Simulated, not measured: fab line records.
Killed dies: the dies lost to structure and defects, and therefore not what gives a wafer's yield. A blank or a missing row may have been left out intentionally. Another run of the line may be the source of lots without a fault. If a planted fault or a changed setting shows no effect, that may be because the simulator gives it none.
Which of the tools did it? :: flow n5Finfet :: Sampling: 9 lots, 27 wafers, 8 of 1938 route steps

== WHAT THE GAUGES READ, wafer by wafer ==
N5_BEOL_M4_INSPECT_59: inspects for defects (darkfield). Usual: rawDefectCount 68, standard deviation 23.
lot: L542
measured: day 8 13:35
on: defectInspect-02
rawDefectCount: 68 63 69
flag: 

lot: L543
measured: day 8 23:08
on: defectInspect-01
rawDefectCount: 40 47 84
flag: 

lot: L545
measured: day 9 17:19
on: defectInspect-02
rawDefectCount: 52 65 82
flag: 

lot: L544
measured: day 9 21:56
on: defectInspect-02
rawDefectCount: 68 60 74
flag: 

lot: L551
measured: day 10 17:03
on: defectInspect-01
rawDefectCount: 88 79 98
flag: 

lot: L554
measured: day 11 16:20
on: defectInspect-02
rawDefectCount: 1619 1623 1587
flag: OFF

lot: L555
measured: day 11 20:43
on: defectInspect-02
rawDefectCount: 1496 1535 1522
flag: OFF

lot: L556
measured: day 12 04:26
on: defectInspect-01
rawDefectCount: 81 73 177
flag: 

lot: L563
measured: day 13 21:26
on: defectInspect-02
rawDefectCount: 48 106 97
flag: 

N5_BEOL_M4_RC_MEAS_101. Usual: DIBL_N 36.4 mV/V, standard deviation 1.7; DIBL_P 36.4 mV/V, standard deviation 2.1; IOFF_N 0.16 nA/um, standard deviation 0.035; IOFF_P 0.21 nA/um, standard deviation 0.035; ION_N 680 uA/um, standard deviation 11; ION_P 465 uA/um, standard deviation 6.8; SS_N 71.5 mV/dec, standard deviation 0.58; SS_P 73.2 mV/dec, standard deviation 0.72; VT_N 249 mV, standard deviation 3.6; VT_P -250 mV, standard deviation 3.1.
lot: L542
measured: day 8 13:37
on: prober-01
DIBL_N (mV/V): 36.0 35.2 37.9
DIBL_P (mV/V): 37.7 36.5 39.5
IOFF_N (nA/um): 0.17 0.16 0.22
IOFF_P (nA/um): 0.24 0.22 0.28
ION_N (uA/um): 685 686 693
ION_P (uA/um): 469 471 476
SS_N (mV/dec): 71.2 71.3 72.1
SS_P (mV/dec): 73.6 73.5 74.4
VT_N (mV): 248 249 247
VT_P (mV): -250 -250 -246
flag: 

lot: L543
measured: day 8 23:29
on: prober-01
DIBL_N (mV/V): 35.5 36.5 34.6
DIBL_P (mV/V): 36.7 37.4 35.5
IOFF_N (nA/um): 0.17 0.20 0.16
IOFF_P (nA/um): 0.22 0.23 0.19
ION_N (uA/um): 701 691 686
ION_P (uA/um): 472 463 464
SS_N (mV/dec): 71.6 71.4 71.5
SS_P (mV/dec): 73.9 73.5 73.5
VT_N (mV): 246 246 250
VT_P (mV): -246 -246 -251
flag: 

lot: L545
measured: day 9 17:30
on: prober-02
DIBL_N (mV/V): 37.9 35.0 37.2
DIBL_P (mV/V): 39.1 34.9 37.8
IOFF_N (nA/um): 0.19 0.13 0.16
IOFF_P (nA/um): 0.23 0.17 0.21
ION_N (uA/um): 686 666 669
ION_P (uA/um): 461 458 459
SS_N (mV/dec): 72.5 70.4 71.7
SS_P (mV/dec): 74.7 73.3 73.2
VT_N (mV): 247 255 251
VT_P (mV): -251 -254 -252
flag: 

lot: L544
measured: day 9 21:58
on: prober-02
DIBL_N (mV/V): 35.7 34.6 36.0
DIBL_P (mV/V): 37.8 35.9 37.8
IOFF_N (nA/um): 0.17 0.14 0.18
IOFF_P (nA/um): 0.19 0.17 0.20
ION_N (uA/um): 678 662 680
ION_P (uA/um): 457 451 459
SS_N (mV/dec): 71.7 71.5 71.9
SS_P (mV/dec): 73.8 73.2 74.4
VT_N (mV): 250 252 247
VT_P (mV): -254 -256 -251
flag: 

lot: L551
measured: day 10 17:04
on: prober-02
DIBL_N (mV/V): 37.5 37.0 38.2
DIBL_P (mV/V): 39.5 37.7 39.3
IOFF_N (nA/um): 0.18 0.16 0.19
IOFF_P (nA/um): 0.23 0.20 0.22
ION_N (uA/um): 680 662 677
ION_P (uA/um): 463 456 458
SS_N (mV/dec): 71.6 71.4 71.7
SS_P (mV/dec): 74.5 73.6 74.7
VT_N (mV): 249 250 247
VT_P (mV): -249 -251 -249
flag: 

lot: L554
measured: day 11 16:40
on: prober-01
DIBL_N (mV/V): 34.4 36.8 37.4
DIBL_P (mV/V): 34.9 37.8 38.2
IOFF_N (nA/um): 0.12 0.15 0.16
IOFF_P (nA/um): 0.16 0.20 0.20
ION_N (uA/um): 665 668 682
ION_P (uA/um): 453 456 465
SS_N (mV/dec): 69.9 71.1 71.3
SS_P (mV/dec): 72.7 73.4 73.6
VT_N (mV): 255 254 253
VT_P (mV): -258 -252 -254
flag: 

lot: L555
measured: day 11 20:44
on: prober-02
DIBL_N (mV/V): 34.3 32.1 35.0
DIBL_P (mV/V): 33.7 33.2 36.9
IOFF_N (nA/um): 0.13 0.11 0.15
IOFF_P (nA/um): 0.17 0.17 0.20
ION_N (uA/um): 657 669 663
ION_P (uA/um): 460 466 458
SS_N (mV/dec): 71.6 70.7 71.1
SS_P (mV/dec): 72.2 72.4 73.0
VT_N (mV): 254 252 249
VT_P (mV): -251 -253 -249
flag: 

lot: L556
measured: day 12 04:37
on: prober-01
DIBL_N (mV/V): 34.6 35.9 36.6
DIBL_P (mV/V): 35.4 36.7 36.7
IOFF_N (nA/um): 0.13 0.16 0.17
IOFF_P (nA/um): 0.18 0.20 0.19
ION_N (uA/um): 671 684 684
ION_P (uA/um): 468 471 466
SS_N (mV/dec): 69.9 71.1 71.0
SS_P (mV/dec): 72.8 73.8 73.2
VT_N (mV): 252 251 253
VT_P (mV): -253 -252 -252
flag: 

lot: L563
measured: day 13 21:46
on: prober-01
DIBL_N (mV/V): 36.0 34.6 38.6
DIBL_P (mV/V): 36.2 33.8 39.1
IOFF_N (nA/um): 0.16 0.12 0.21
IOFF_P (nA/um): 0.23 0.19 0.28
ION_N (uA/um): 678 665 692
ION_P (uA/um): 470 464 469
SS_N (mV/dec): 71.7 71.1 72.3
SS_P (mV/dec): 72.8 72.1 74.4
VT_N (mV): 248 252 247
VT_P (mV): -249 -251 -247
flag: 

N5_BEOL_M5_INSPECT_13: inspects for defects (brightfield). Usual: rawDefectCount 411, standard deviation 100.
lot: L542
measured: day 8 16:10
on: defectInspect-01
rawDefectCount: 560 482 327
flag: 

lot: L543
measured: day 9 03:07
on: defectInspect-02
rawDefectCount: 415 325 453
flag: 

lot: L545
measured: day 9 21:53
on: defectInspect-01
rawDefectCount: 330 487 416
flag: 

lot: L544
measured: day 10 00:49
on: defectInspect-02
rawDefectCount: 348 300 398
flag: 

lot: L551
measured: day 10 20:10
on: defectInspect-01
rawDefectCount: 556 426 645
flag: 

lot: L554
measured: day 11 19:15
on: defectInspect-02
rawDefectCount: 1877 2038 1935
flag: OFF

lot: L555
measured: day 12 01:06
on: defectInspect-02
rawDefectCount: 1807 1908 2094
flag: OFF

lot: L556
measured: day 12 08:25
on: defectInspect-01
rawDefectCount: 394 385 686
flag: 

lot: L563
measured: day 14 00:50
on: defectInspect-02
rawDefectCount: 469 522 426
flag: 

N5_BEOL_M5_INSPECT_30: inspects for defects (brightfield). Usual: rawDefectCount 411, standard deviation 99.
lot: L542
measured: day 8 18:34
on: defectInspect-02
rawDefectCount: 569 487 326
flag: 

lot: L543
measured: day 9 05:27
on: defectInspect-01
rawDefectCount: 387 387 456
flag: 

lot: L545
measured: day 9 23:35
on: defectInspect-02
rawDefectCount: 314 446 417
flag: 

lot: L544
measured: day 10 05:05
on: defectInspect-01
rawDefectCount: 327 295 416
flag: 

lot: L551
measured: day 10 22:44
on: defectInspect-02
rawDefectCount: 533 432 621
flag: 

lot: L554
measured: day 11 23:41
on: defectInspect-02
rawDefectCount: 1882 2040 1963
flag: OFF

lot: L555
measured: day 12 02:48
on: defectInspect-01
rawDefectCount: 1828 1925 2119
flag: OFF

lot: L556
measured: day 12 10:30
on: defectInspect-01
rawDefectCount: 384 383 660
flag: 

lot: L563
measured: day 14 02:56
on: defectInspect-02
rawDefectCount: 490 534 422
flag: 

== WHAT TOOL EACH LOT RAN ON (gives the tool, then ch and the chambers of the sampled wafers, and finally the start) ==
lot: L542
N5_BEOL_M4_SPUTTER_48: pvdSputter-03, day 8 10:46
N5_BEOL_M4_ANNEAL_80: pvdSputter-03, day 8 11:04
N5_BEOL_M4_SPUTTER_92: pvdSputter-03, day 8 12:05
N5_BEOL_M4_CO_CAP_55: cvdCo-01 ch 0,1,2, day 8 13:23

lot: L543
N5_BEOL_M4_SPUTTER_48: pvdSputter-03, day 8 20:05
N5_BEOL_M4_ANNEAL_80: pvdSputter-03, day 8 20:23
N5_BEOL_M4_SPUTTER_92: pvdSputter-03, day 8 21:24
N5_BEOL_M4_CO_CAP_55: cvdCo-01 ch 0,1,2, day 8 22:54

lot: L545
N5_BEOL_M4_SPUTTER_48: pvdSputter-01, day 9 14:28
N5_BEOL_M4_ANNEAL_80: pvdSputter-01, day 9 14:46
N5_BEOL_M4_SPUTTER_92: pvdSputter-01, day 9 15:47
N5_BEOL_M4_CO_CAP_55: cvdCo-01 ch 0,1, day 9 17:05

lot: L544
N5_BEOL_M4_SPUTTER_48: pvdSputter-01, day 9 19:06
N5_BEOL_M4_ANNEAL_80: pvdSputter-01, day 9 19:24
N5_BEOL_M4_SPUTTER_92: pvdSputter-01, day 9 20:25
N5_BEOL_M4_CO_CAP_55: cvdCo-02 ch 0,1,2, day 9 21:43

lot: L551
N5_BEOL_M4_SPUTTER_48: pvdSputter-03, day 10 14:13
N5_BEOL_M4_ANNEAL_80: pvdSputter-03, day 10 14:31
N5_BEOL_M4_SPUTTER_92: pvdSputter-03, day 10 15:32
N5_BEOL_M4_CO_CAP_55: cvdCo-01 ch 1,2, day 10 16:50

lot: L554
N5_BEOL_M4_SPUTTER_48: pvdSputter-01, day 11 13:30
N5_BEOL_M4_ANNEAL_80: pvdSputter-01, day 11 13:48
N5_BEOL_M4_SPUTTER_92: pvdSputter-01, day 11 14:49
N5_BEOL_M4_CO_CAP_55: cvdCo-01 ch 0,1, day 11 16:08

lot: L555
N5_BEOL_M4_SPUTTER_48: pvdSputter-01, day 11 17:05
N5_BEOL_M4_ANNEAL_80: pvdSputter-01, day 11 17:23
N5_BEOL_M4_SPUTTER_92: pvdSputter-01, day 11 18:24
N5_BEOL_M4_CO_CAP_55: cvdCo-01 ch 0,1,2, day 11 20:31

lot: L556
N5_BEOL_M4_SPUTTER_48: pvdSputter-01, day 12 01:21
N5_BEOL_M4_ANNEAL_80: pvdSputter-01, day 12 01:39
N5_BEOL_M4_SPUTTER_92: pvdSputter-01, day 12 02:40
N5_BEOL_M4_CO_CAP_55: cvdCo-02 ch 0,1, day 12 04:11

lot: L563
N5_BEOL_M4_SPUTTER_48: pvdSputter-03, day 13 18:36
N5_BEOL_M4_ANNEAL_80: pvdSputter-03, day 13 18:54
N5_BEOL_M4_SPUTTER_92: pvdSputter-03, day 13 19:55
N5_BEOL_M4_CO_CAP_55: cvdCo-02 ch 0,1,2, day 13 21:14
- N5_BEOL_M4_SPUTTER_48: material Cu, target thk 4.5 nm, time 8.29 s.
- N5_BEOL_M4_ANNEAL_80: time 240 s.
- N5_BEOL_M4_SPUTTER_92: material Cu, target thk 4.5 nm, time 8.29 s.
- N5_BEOL_M4_CO_CAP_55: material Co, precursor CCTBA/H2, target thk 2 nm, time 102.1 s.

== WHAT THE TOOLS THEMSELVES READ (means of the sampled wafers that have a number; where no wafer has one, the mark that the record gives instead) ==
N5_BEOL_M4_SPUTTER_48. Usual: throttleValvePct 29.4 %, standard deviation 1.1.
lot: L542
tool: pvdSputter-03
throttleValvePct (%): 30.0
flag: 

lot: L543
tool: pvdSputter-03
throttleValvePct (%): 30.0
flag: 

lot: L545
tool: pvdSputter-01
throttleValvePct (%): 29.8
flag: 

lot: L544
tool: pvdSputter-01
throttleValvePct (%): 28.8
flag: 

lot: L551
tool: pvdSputter-03
throttleValvePct (%): 28.1
flag: 

lot: L554
tool: pvdSputter-01
throttleValvePct (%): 29.0
flag: 

lot: L555
tool: pvdSputter-01
throttleValvePct (%): 29.9
flag: 

lot: L556
tool: pvdSputter-01
throttleValvePct (%): 29.8
flag: 

lot: L563
tool: pvdSputter-03
throttleValvePct (%): 29.0
flag: 

N5_BEOL_M4_ANNEAL_80. Usual: heaterPowerW 839 W, standard deviation 77.
lot: L542
tool: pvdSputter-03
heaterPowerW (W): 859
flag: 

lot: L543
tool: pvdSputter-03
heaterPowerW (W): 857
flag: 

lot: L545
tool: pvdSputter-01
heaterPowerW (W): 860
flag: 

lot: L544
tool: pvdSputter-01
heaterPowerW (W): 826
flag: 

lot: L551
tool: pvdSputter-03
heaterPowerW (W): 754
flag: 

lot: L554
tool: pvdSputter-01
heaterPowerW (W): 800
flag: 

lot: L555
tool: pvdSputter-01
heaterPowerW (W): 827
flag: 

lot: L556
tool: pvdSputter-01
heaterPowerW (W): 830
flag: 

lot: L563
tool: pvdSputter-03
heaterPowerW (W): 800
flag: 

N5_BEOL_M4_SPUTTER_92. Usual: throttleValvePct 29.4 %, standard deviation 1.2.
lot: L542
tool: pvdSputter-03
throttleValvePct (%): 30.1
flag: 

lot: L543
tool: pvdSputter-03
throttleValvePct (%): 29.9
flag: 

lot: L545
tool: pvdSputter-01
throttleValvePct (%): 29.7
flag: 

lot: L544
tool: pvdSputter-01
throttleValvePct (%): 29.0
flag: 

lot: L551
tool: pvdSputter-03
throttleValvePct (%): 28.1
flag: 

lot: L554
tool: pvdSputter-01
throttleValvePct (%): 29.0
flag: 

lot: L555
tool: pvdSputter-01
throttleValvePct (%): 29.9
flag: 

lot: L556
tool: pvdSputter-01
throttleValvePct (%): 29.9
flag: 

lot: L563
tool: pvdSputter-03
throttleValvePct (%): 29.1
flag: 

N5_BEOL_M4_CO_CAP_55. Usual: heaterPowerW 233 W, standard deviation 11.
lot: L542
tool: cvdCo-01
heaterPowerW (W): 233
flag: 

lot: L543
tool: cvdCo-01
heaterPowerW (W): 233
flag: 

lot: L545
tool: cvdCo-01
heaterPowerW (W): 229
flag: 

lot: L544
tool: cvdCo-02
heaterPowerW (W): 237
flag: 

lot: L551
tool: cvdCo-01
heaterPowerW (W): 242
flag: 

lot: L554
tool: cvdCo-01
heaterPowerW (W): 222
flag: 

lot: L555
tool: cvdCo-01
heaterPowerW (W): 233
flag: 

lot: L556
tool: cvdCo-02
heaterPowerW (W): 236
flag: 

lot: L563
tool: cvdCo-02
heaterPowerW (W): 234
flag: 

== THE ANSWER, worked out from the rows above alone ==
Rule: take the mean of a lot's wafers that have a number; if it is more than 3 standard deviations from the usual mean, the lot is off. Also off: a lot with no number at a reading for which 4 or more lots have one. All remaining lots with rows at the step are treated as sound. The gauges are gone through in route order, then the tools' own readings, and for those a lot's mean is taken as printed above. At the first step where some lot is off, the reading lying furthest off is the one used; lots without a number count as furthest.
Off: L554, L555, at N5_BEOL_M4_INSPECT_59 (rawDefectCount).
If a tool, at a process step before that reading, ran all the lots that are off and no sound lot after the first of them, it fits. Those tools and the gauges at N5_BEOL_M4_INSPECT_59 are tried in the same way. One fits: cvdCo-01 at N5_BEOL_M4_CO_CAP_55. Its last sound lot is L551 (day 10 16:50), its first lot that is off L554 (day 11 16:08): a fault that began between those two fits.

== WHAT WAS PUT IN BY THE SIMULATOR ==
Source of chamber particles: cvdCo-01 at N5_BEOL_M4_CO_CAP_55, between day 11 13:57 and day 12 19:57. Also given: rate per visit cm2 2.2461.
Lots struck among those shown: L554, L555. The rule above found the same.
